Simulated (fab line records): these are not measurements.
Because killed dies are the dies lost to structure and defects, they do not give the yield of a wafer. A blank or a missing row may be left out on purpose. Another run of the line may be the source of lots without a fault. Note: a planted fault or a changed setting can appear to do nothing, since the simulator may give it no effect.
Matching of chambers    flow nandHarc    4 sister chambers for NHARC_A_STAIRCASE_DESCUM_252 on rieDiel-03
The step chemistry O2, time 3 s. 18 wafers are shown with their chamber, then 9 later ones without.

WAFERS WITH THEIR CHAMBER
wafer   chamber  showerheadPlenumPTorr (Torr)  oesProductAu (a.u.)  throttleValvePct (%)
L075.2  3        2.07                          0.988                11.319
L075.3  2        1.99                          0.988                11.305
L075.5  3        2.07                          0.983                11.316
L076.1  0        1.89                          0.999                11.316
L076.4  1        1.96                          1.020                11.301
L076.5  1        1.96                          1.006                11.316
L076.2  2        1.98                          1.001                11.306
L076.3  3        2.07                          0.984                11.331
L076.6  0        1.89                          0.981                11.299
L077.2  3        2.07                          0.990                11.315
L077.3  0        1.89                          0.998                11.306
L077.5  3        2.07                          1.002                11.310
L086.1  2        1.98                          0.990                11.316
L086.3  3        2.06                          0.976                11.329
L086.4  0        1.88                          0.975                11.312
L089.1  1        1.95                          1.002                11.301
L089.2  2        1.98                          0.997                11.320
L089.6  1        1.95                          1.008                11.309

SIGNATURES (averages over the wafers above)
reading                chamber 0  chamber 1  chamber 2  chamber 3  scatter within a chamber
showerheadPlenumPTorr  1.8875     1.9550     1.9825     2.0683     0.00488
oesProductAu           0.98825    1.00900    0.99400    0.98717    0.0089
throttleValvePct       11.30825   11.30675   11.31175   11.32000   0.0077
Rule: for a wafer and a chamber, the distance is found by dividing, reading by reading, the gap between the wafer's reading and the chamber's mean by the reading's scatter, squaring, summing and taking the root. The wafer belongs to the nearest chamber; if the next one is less than 2 further off, it can't be placed. The scatter is the square root of a quotient: the sum, over the shown wafers, of each reading's squared deviation from its chamber's mean, divided by wafers minus chambers.

WAFERS WHOSE CHAMBER IS MISSING
wafer   showerheadPlenumPTorr (Torr)  oesProductAu (a.u.)  throttleValvePct (%)
L090.2  2.06                          0.982                11.308
L090.5  1.88                          0.989                11.318
L090.6  1.95                          1.006                11.314
L093.2  1.97                          0.996                11.302
L093.3  1.95                          1.002                11.325
L093.5  1.88                          0.985                11.314
L097.2  1.97                          0.994                11.321
L097.5  2.06                          0.991                11.320
L097.6  1.97                          0.991                11.304

CHAMBER TAKEN BY EACH
wafer   from the rows above      in truth
L090.2  3                        3
L090.5  0                        0
L090.6  1                        1
L093.2  can't be placed: 2 or 1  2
L093.3  1                        1
L093.5  0                        0
L097.2  can't be placed: 2 or 1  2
L097.5  3                        3
L097.6  can't be placed: 2 or 1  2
Correct placement for 6 of the 9. Can't be placed from these rows: 3 (the true chamber is among the candidates in 3). Number placed wrongly: 0.
